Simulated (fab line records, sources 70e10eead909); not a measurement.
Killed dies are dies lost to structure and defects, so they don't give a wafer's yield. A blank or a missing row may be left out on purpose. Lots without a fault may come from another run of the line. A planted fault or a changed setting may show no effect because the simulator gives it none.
Chamber matching | flow nand_harc | NHARC_A_M1_STRIP_18 on rie_diel-09: 4 sister chambers
The step strips in N2/H2. 18 wafers are shown with their chamber, then 9 later ones without.

WAFERS WITH THEIR CHAMBER
wafer  | chamber | showerhead_plenum_p_Torr (Torr) | drypump_motor_current_A (A) | rf_vpp_V (V)
L076.1 | 0       | 1.95                            | 6.2                         | 92.4
L076.2 | 2       | 1.94                            | 4.7                         | 89.0
L076.6 | 1       | 2.08                            | 6.0                         | 90.1
L077.1 | 0       | 1.95                            | 6.2                         | 89.8
L077.2 | 3       | 2.10                            | 5.9                         | 92.4
L077.5 | 0       | 1.95                            | 6.2                         | 89.9
L079.1 | 1       | 2.07                            | 6.0                         | 90.1
L079.3 | 3       | 2.10                            | 5.9                         | 91.0
L079.6 | 3       | 2.10                            | 5.9                         | 90.9
L082.1 | 1       | 2.07                            | 6.0                         | 89.7
L082.5 | 0       | 1.95                            | 6.2                         | 90.0
L082.6 | 3       | 2.10                            | 5.9                         | 89.9
L083.1 | 3       | 2.10                            | 5.9                         | 92.3
L083.2 | 0       | 1.95                            | 6.2                         | 89.8
L083.5 | 1       | 2.07                            | 5.9                         | 91.8
L087.1 | 0       | 1.95                            | 6.2                         | 91.1
L087.4 | 3       | 2.10                            | 5.9                         | 90.6
L087.5 | 0       | 1.95                            | 6.3                         | 89.3

SIGNATURES (means of the wafers above)
reading                  | chamber 0 | chamber 1 | chamber 2 | chamber 3 | scatter within a chamber
showerhead_plenum_p_Torr | 1.9500    | 2.0725    | 1.9400    | 2.1000    | 0.00231
drypump_motor_current_A  | 6.214     | 5.975     | 4.700     | 5.900     | 0.0339
rf_vpp_V                 | 90.329    | 90.425    | 89.000    | 91.183    | 1.01
Rule: a wafer's distance from a chamber is the root of the sum, over the readings, of the square of ((its reading less the chamber's mean) divided by the reading's scatter). The wafer belongs to the nearest chamber; if the next one is less than 2 further off, it can't be placed. The scatter: the root of (the sum of the squares of (reading less its chamber's mean) over the shown wafers, divided by (wafers less chambers)).

WAFERS WITHOUT THEIR CHAMBER
wafer  | showerhead_plenum_p_Torr (Torr) | drypump_motor_current_A (A) | rf_vpp_V (V)
L091.4 | 1.95                            | 6.2                         | 90.9
L091.5 | 2.10                            | 5.9                         | 90.0
L091.6 | 2.07                            | 5.9                         | 90.1
L095.1 | 1.95                            | 6.2                         | 90.1
L095.2 | 2.07                            | 6.0                         | 90.5
L095.3 | 2.10                            | 5.9                         | 92.4
L093.1 | 2.07                            | 6.0                         | 92.4
L093.3 | 1.93                            | 4.8                         | 90.6
L093.4 | 1.95                            | 6.2                         | 90.0

WHICH CHAMBER EACH WENT THROUGH
wafer  | from the rows above | in truth
L091.4 | 0                   | 0
L091.5 | 3                   | 3
L091.6 | 1                   | 1
L095.1 | 0                   | 0
L095.2 | 1                   | 1
L095.3 | 3                   | 3
L093.1 | 1                   | 1
L093.3 | 2                   | 2
L093.4 | 0                   | 0
Placed correctly: 9 of 9. Can't be placed from these rows: 0. Placed wrongly: 0.
